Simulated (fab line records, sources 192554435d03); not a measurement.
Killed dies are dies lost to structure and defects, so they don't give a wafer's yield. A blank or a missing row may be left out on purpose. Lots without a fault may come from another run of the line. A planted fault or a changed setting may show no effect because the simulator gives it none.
Which tool did it? | flow n5_finfet | 24 lots, 72 wafers sampled, at 5 steps of a route of 1938

WHAT THE GAUGES READ, wafer by wafer
N5_BEOL_M12_THK_MEAS_50: measures by xrf. Usual: M12_THK 312 nm, standard deviation 4.7.
lot  | measured     | on            | M12_THK (nm) | flag
L074 | day 10 22:28 | film_metro-02 | 319 315 308  |
L077 | day 10 22:59 | film_metro-02 | 307 309 313  |
L075 | day 10 23:03 | film_metro-01 | 314 306 309  |
L076 | day 11 05:02 | film_metro-02 | 309 311 306  |
L078 | day 12 03:00 | film_metro-02 | 314 317 313  |
L079 | day 12 04:41 | film_metro-01 | 322 325 313  |
L080 | day 12 06:39 | film_metro-01 | 315 324 318  |
L081 | day 12 12:14 | film_metro-02 | 310 314 312  |
L083 | day 12 17:11 | film_metro-01 | 318 318 310  |
L082 | day 12 20:56 | film_metro-01 | 313 311 314  |
L084 | day 13 01:25 | film_metro-02 | 313 320 312  |
L085 | day 13 06:37 | film_metro-02 | 315 311 312  |
L086 | day 13 15:56 | film_metro-01 | 308 306 311  |
L087 | day 13 23:16 | film_metro-02 | 298 308 304  |
L088 | day 14 08:34 | film_metro-02 | 311 315 311  |
L090 | day 14 08:50 | film_metro-01 | 307 308 305  |
L091 | day 14 17:44 | film_metro-02 | 317 312 309  |
L089 | day 14 18:31 | film_metro-02 | 314 312 315  |
L092 | day 15 08:09 | film_metro-02 | 316 307 308  |
L095 | day 15 19:24 | film_metro-02 | 310 310 315  |
L093 | day 15 22:10 | film_metro-02 | 314 309 311  |
L094 | day 15 22:41 | film_metro-02 | 318 316 314  |
L096 | day 16 08:31 | film_metro-01 | 307 310 308  |
L097 | day 16 09:37 | film_metro-02 | 306 314 311  |

N5_BEOL_M13_CD_MEAS_28: target cd 209.5 nm. Usual: cd_nm 209.9 nm, standard deviation 1.2.
lot  | measured     | on        | cd_nm (nm)        | flag
L074 | day 11 00:08 | cd_sem-01 | 212.3 212.3 211.9 |
L077 | day 11 00:35 | cd_sem-02 | 211.3 211.6 211.2 |
L075 | day 11 00:53 | cd_sem-02 | 207.7 208.4 208.3 |
L076 | day 11 06:44 | cd_sem-03 | 211.3 210.8 210.5 |
L078 | day 12 04:43 | cd_sem-02 | 209.9 209.0 208.6 |
L079 | day 12 06:22 | cd_sem-01 | 209.6 209.6 209.0 |
L080 | day 12 08:16 | cd_sem-01 | 209.3 208.7 209.4 |
L081 | day 12 13:58 | cd_sem-02 | 209.1 208.4 208.4 |
L083 | day 12 18:53 | cd_sem-01 | 209.5 209.9 210.5 |
L082 | day 12 22:46 | cd_sem-02 | 209.1 209.9 210.1 |
L084 | day 13 03:02 | cd_sem-02 | 209.2 210.3 209.7 |
L085 | day 13 08:13 | cd_sem-02 | 210.5 210.0 210.3 |
L086 | day 13 17:32 | cd_sem-02 | 211.1 209.6 210.8 |
L087 | day 14 01:21 | cd_sem-02 | 210.8 211.1 210.3 |
L088 | day 14 10:17 | cd_sem-03 | 208.3 209.7 208.1 |
L090 | day 14 10:35 | cd_sem-03 | 209.2 209.1 210.2 |
L091 | day 14 19:27 | cd_sem-02 | 208.5 209.4 208.0 |
L089 | day 14 20:14 | cd_sem-02 | 208.3 208.5 208.0 |
L092 | day 15 10:21 | cd_sem-02 | 210.6 208.7 209.4 |
L095 | day 15 21:14 | cd_sem-02 | 210.4 210.7 210.2 |
L093 | day 15 23:46 | cd_sem-02 | 211.4 211.1 211.2 |
L094 | day 16 00:25 | cd_sem-01 | 213.0 211.9 213.7 |
L096 | day 16 10:14 | cd_sem-02 | 209.5 209.9 209.8 |
L097 | day 16 11:25 | cd_sem-02 | 208.8 209.1 208.2 |

N5_BEOL_M13_OCD_MEAS_35. Usual: trench_depth_nm 416 nm, standard deviation 6.4.
lot  | measured     | on     | trench_depth_nm (nm) | flag
L074 | day 11 00:58 | ocd-02 | 416 406 423          |
L077 | day 11 01:16 | ocd-02 | 421 414 418          |
L075 | day 11 01:33 | ocd-01 | 421 429 425          |
L076 | day 11 07:25 | ocd-02 | 418 418 415          |
L078 | day 12 05:23 | ocd-02 | 414 425 411          |
L079 | day 12 07:02 | ocd-02 | 411 410 409          |
L080 | day 12 08:58 | ocd-02 | 410 410 410          |
L081 | day 12 14:38 | ocd-01 | 414 410 411          |
L083 | day 12 19:34 | ocd-02 | 428 420 409          |
L082 | day 12 23:26 | ocd-01 | 408 419 427          |
L084 | day 13 03:42 | ocd-02 | 409 415 410          |
L085 | day 13 08:55 | ocd-02 | 407 421 404          |
L086 | day 13 18:19 | ocd-02 | 420 410 411          |
L087 | day 14 02:01 | ocd-01 | 421 418 420          |
L088 | day 14 10:57 | ocd-02 | 425 412 412          |
L090 | day 14 11:14 | ocd-01 | 406 412 417          |
L091 | day 14 20:18 | ocd-01 | 421 417 421          |
L089 | day 14 20:54 | ocd-02 | 421 408 419          |
L092 | day 15 11:08 | ocd-01 | 419 418 403          |
L095 | day 15 21:55 | ocd-01 | 409 417 426          |
L093 | day 16 00:26 | ocd-01 | 412 417 413          |
L094 | day 16 01:05 | ocd-02 | 420 424 405          |
L096 | day 16 10:58 | ocd-02 | 420 414 412          |
L097 | day 16 12:29 | ocd-02 | 408 405 423          |

WHICH TOOL RAN EACH LOT (tool, then ch and the chambers of the sampled wafers, then the start)
lot  | N5_BEOL_M12_PRE_CLEAN_42     | N5_BEOL_M13_ETCH_68
L074 | pvd_sputter-01, day 10 21:21 | rie_diel-01 ch 1,2,3, day 11 00:34
L077 | pvd_sputter-02, day 10 21:26 | rie_diel-05 ch 0,1,2, day 11 00:52
L075 | pvd_sputter-02, day 10 21:45 | rie_diel-01 ch 0,1,3, day 11 01:09
L076 | pvd_sputter-01, day 11 03:33 | rie_diel-01 ch 0,2, day 11 07:01
L078 | pvd_sputter-02, day 12 01:12 | rie_diel-01 ch 1,2, day 12 04:59
L079 | pvd_sputter-03, day 12 03:38 | rie_diel-05 ch 2,3, day 12 06:38
L080 | pvd_sputter-01, day 12 05:36 | rie_diel-05 ch 2,3, day 12 08:34
L081 | pvd_sputter-01, day 12 10:46 | rie_diel-05 ch 0,2,3, day 12 14:14
L083 | pvd_sputter-03, day 12 16:07 | rie_diel-03 ch 0,1,3, day 12 19:10
L082 | pvd_sputter-02, day 12 19:20 | rie_diel-03 ch 0,1,3, day 12 23:02
L084 | pvd_sputter-03, day 13 00:21 | rie_diel-01 ch 1,2, day 13 03:18
L085 | pvd_sputter-03, day 13 05:33 | rie_diel-03 ch 0,2, day 13 08:31
L086 | pvd_sputter-01, day 13 14:52 | rie_diel-05 ch 0,1,3, day 13 17:55
L087 | pvd_sputter-01, day 13 21:54 | rie_diel-01 ch 0,1, day 14 01:37
L088 | pvd_sputter-03, day 14 07:11 | rie_diel-01 ch 0,2, day 14 10:33
L090 | pvd_sputter-02, day 14 07:20 | rie_diel-05 ch 0,1,2, day 14 10:51
L091 | pvd_sputter-03, day 14 16:41 | rie_diel-01 ch 0,3, day 14 19:53
L089 | pvd_sputter-03, day 14 17:28 | rie_diel-01 ch 0,2, day 14 20:30
L092 | pvd_sputter-01, day 15 07:06 | rie_diel-01 ch 1,2,3, day 15 10:44
L095 | pvd_sputter-03, day 15 18:21 | rie_diel-03 ch 0,1,2, day 15 21:31
L093 | pvd_sputter-01, day 15 21:05 | rie_diel-01 ch 0,1, day 16 00:02
L094 | pvd_sputter-01, day 15 21:37 | rie_diel-03 ch 0,1,3, day 16 00:41
L096 | pvd_sputter-03, day 16 07:19 | rie_diel-05 ch 1,3, day 16 10:34
L097 | pvd_sputter-03, day 16 08:05 | rie_diel-03 ch 0,2,3, day 16 12:06
- N5_BEOL_M12_PRE_CLEAN_42: time 30 s.
- N5_BEOL_M13_ETCH_68: etches SOC in N2/H2, time 355 s.

WHAT THE TOOLS THEMSELVES READ (means of the sampled wafers that have a number; where no wafer has one, the mark that the record gives instead)
N5_BEOL_M12_PRE_CLEAN_42. Usual: heater_power_w 339 W, standard deviation 34; susceptor_temp_C 250.02 C, standard deviation 0.18.
lot  | tool           | heater_power_w (W) | susceptor_temp_C (C) | flag
L074 | pvd_sputter-01 | 360                | 249.89               |
L077 | pvd_sputter-02 | 338                | 250.16               |
L075 | pvd_sputter-02 | 374                | 250.06               |
L076 | pvd_sputter-01 | 330                | 250.05               |
L078 | pvd_sputter-02 | 324                | 249.93               |
L079 | pvd_sputter-03 | 345                | 250.07               |
L080 | pvd_sputter-01 | 332                | 250.05               |
L081 | pvd_sputter-01 | 353                | 249.92               |
L083 | pvd_sputter-03 | 346                | 250.17               |
L082 | pvd_sputter-02 | 353                | 249.82               |
L084 | pvd_sputter-03 | 328                | 250.12               |
L085 | pvd_sputter-03 | 362                | 249.97               |
L086 | pvd_sputter-01 | 350                | 250.07               |
L087 | pvd_sputter-01 | 342                | 250.20               |
L088 | pvd_sputter-03 | 351                | 249.92               |
L090 | pvd_sputter-02 | 373                | 250.27               |
L091 | pvd_sputter-03 | 327                | 249.97               |
L089 | pvd_sputter-03 | 333                | 249.84               |
L092 | pvd_sputter-01 | 346                | 249.99               |
L095 | pvd_sputter-03 | 350                | 249.94               |
L093 | pvd_sputter-01 | 328                | 250.00               |
L094 | pvd_sputter-01 | 330                | 250.03               |
L096 | pvd_sputter-03 | 346                | 249.96               |
L097 | pvd_sputter-03 | 347                | 250.30               |

N5_BEOL_M13_ETCH_68. Usual: drypump_motor_current_A 5.7 A, standard deviation 0.6; h2_flow_sccm 200.0 sccm, standard deviation 0.58; oes_product_au 0.81 a.u., standard deviation 0.098; rf_vpp_V 524.2 V, standard deviation 2.9; showerhead_plenum_p_Torr 2.55 Torr, standard deviation 0.1; throttle_valve_pct 17.72 %, standard deviation 0.25.
lot  | tool        | drypump_motor_current_A (A) | h2_flow_sccm (sccm) | oes_product_au (a.u.) | rf_vpp_V (V) | showerhead_plenum_p_Torr (Torr) | throttle_valve_pct (%) | flag
L074 | rie_diel-01 | 5.7                         | 200.8               | 0.84                  | 527.3        | 2.64                            | 17.71                  |
L077 | rie_diel-05 | 5.6                         | 199.7               | 0.83                  | 522.6        | 2.47                            | 17.76                  |
L075 | rie_diel-01 | 5.6                         | 199.7               | 0.94                  | 525.9        | 2.64                            | 17.49                  |
L076 | rie_diel-01 | 6.1                         | 199.8               | 0.89                  | 525.8        | 2.62                            | 17.83                  |
L078 | rie_diel-01 | 6.1                         | 199.6               | 0.77                  | 527.3        | 2.65                            | 18.01                  |
L079 | rie_diel-05 | 6.4                         | 199.5               | 0.71                  | 520.7        | 2.43                            | 17.87                  |
L080 | rie_diel-05 | 6.4                         | 199.2               | 0.71                  | 520.6        | 2.43                            | 17.87                  |
L081 | rie_diel-05 | 5.9                         | 199.8               | 0.75                  | 521.4        | 2.44                            | 17.75                  |
L083 | rie_diel-03 | 5.4                         | 199.8               | 0.83                  | 523.0        | 2.52                            | 17.60                  |
L082 | rie_diel-03 | 5.4                         | 199.7               | 0.82                  | 522.0        | 2.52                            | 17.59                  |
L084 | rie_diel-01 | 6.2                         | 200.4               | 0.76                  | 527.0        | 2.65                            | 18.02                  |
L085 | rie_diel-03 | 5.2                         | 200.1               | 0.81                  | 526.2        | 2.62                            | 17.59                  |
L086 | rie_diel-05 | 5.8                         | 200.1               | 0.81                  | 520.6        | 2.46                            | 17.77                  |
L087 | rie_diel-01 | 5.9                         | 200.3               | 0.89                  | 525.8        | 2.63                            | 17.62                  |
L088 | rie_diel-01 | 6.3                         | 199.6               | 0.78                  | 525.5        | 2.61                            | 18.06                  |
L090 | rie_diel-05 | 5.6                         | 199.5               | 0.80                  | 521.6        | 2.46                            | 17.80                  |
L091 | rie_diel-01 | 5.3                         | 199.6               | 0.88                  | 524.0        | 2.59                            | 17.50                  |
L089 | rie_diel-01 | 6.1                         | 200.3               | 0.84                  | 526.0        | 2.61                            | 17.87                  |
L092 | rie_diel-01 | 5.7                         | 200.2               | 0.80                  | 526.3        | 2.63                            | 17.76                  |
L095 | rie_diel-03 | 5.4                         | 200.3               | 0.77                  | 526.6        | 2.60                            | 17.64                  |
L093 | rie_diel-01 | 5.9                         | 200.8               | 0.85                  | 525.7        | 2.64                            | 17.60                  |
L094 | rie_diel-03 | 5.4                         | 200.6               | 0.78                  | 522.8        | 2.51                            | 17.63                  |
L096 | rie_diel-05 | 6.5                         | 200.0               | 0.76                  | 520.5        | 2.44                            | 17.91                  |
L097 | rie_diel-03 | 5.2                         | 199.6               | 0.78                  | 523.3        | 2.51                            | 17.63                  |

THE ANSWER, worked out from the rows above alone
Rule: a lot is off if the mean of its wafers that have a number lies more than 3 standard deviations from the usual mean. A lot without any number at a reading at which 4 lots or more have one is off too. The other lots that the step has rows for count as sound. The gauges are gone through in route order, then the tools' own readings, and for those a lot's mean is taken as printed above. The first step at which some lot is off is used, and at that step the reading that is off furthest; a lot without a number counts as furthest.
No lot is off at any reading shown: from this, nothing can be told.

WHAT THE SIMULATOR HAD PUT IN
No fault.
